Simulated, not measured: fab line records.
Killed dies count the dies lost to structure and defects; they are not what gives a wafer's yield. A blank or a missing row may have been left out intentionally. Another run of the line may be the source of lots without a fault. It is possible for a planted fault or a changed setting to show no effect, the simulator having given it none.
Chamber matching ; flow n5Finfet ; 3 sister chambers for N5_BEOL_M1_ILD_DEP_00 on pecvd-02
The step deposits SiOC from DEMS/O2, target thk 79 nm, time 15.3 s. 6 wafers are shown with their chamber, then 9 later ones without.

## WAFERS PAIRED WITH THEIR CHAMBERS
wafer;chamber;throttleValvePct (%);heaterPowerW (W)
L084.1;2;11.9;426
L084.3;0;13.1;410
L084.4;1;11.7;506
L086.1;1;11.9;513
L086.3;2;11.4;396
L086.5;0;13.1;430

## WAFERS WITH NO CHAMBER GIVEN
wafer;throttleValvePct (%);heaterPowerW (W)
L088.3;13.0;440
L088.5;11.9;533
L088.6;12.9;450
L091.1;11.9;383
L091.2;12.9;434
L091.6;13.0;441
L097.1;11.5;435
L097.3;13.0;444
L097.6;11.8;436

## WHICH CHAMBER EACH ONE RAN IN
wafer;from the rows above;in truth
L088.3;0;0
L088.5;1;1
L088.6;0;0
L091.1;2;2
L091.2;0;0
L091.6;0;0
L097.1;2;2
L097.3;0;0
L097.6;2;2
Correct placement for 9 of the 9. Number that these rows cannot place: 0. 0 placed wrongly.
How it was worked out, from the rows above alone: a wafer's distance from a chamber is the root of the sum, over the readings, of the square of ((its reading less the chamber's mean) divided by the reading's scatter). If the next closest chamber is less than 2 further off than the closest, the wafer can't be placed; otherwise it belongs to the closest. A chamber's mean is the mean of its shown wafers. The scatter: the root of (the sum of the squares of (reading less its chamber's mean) over the shown wafers, divided by (wafers less chambers)).
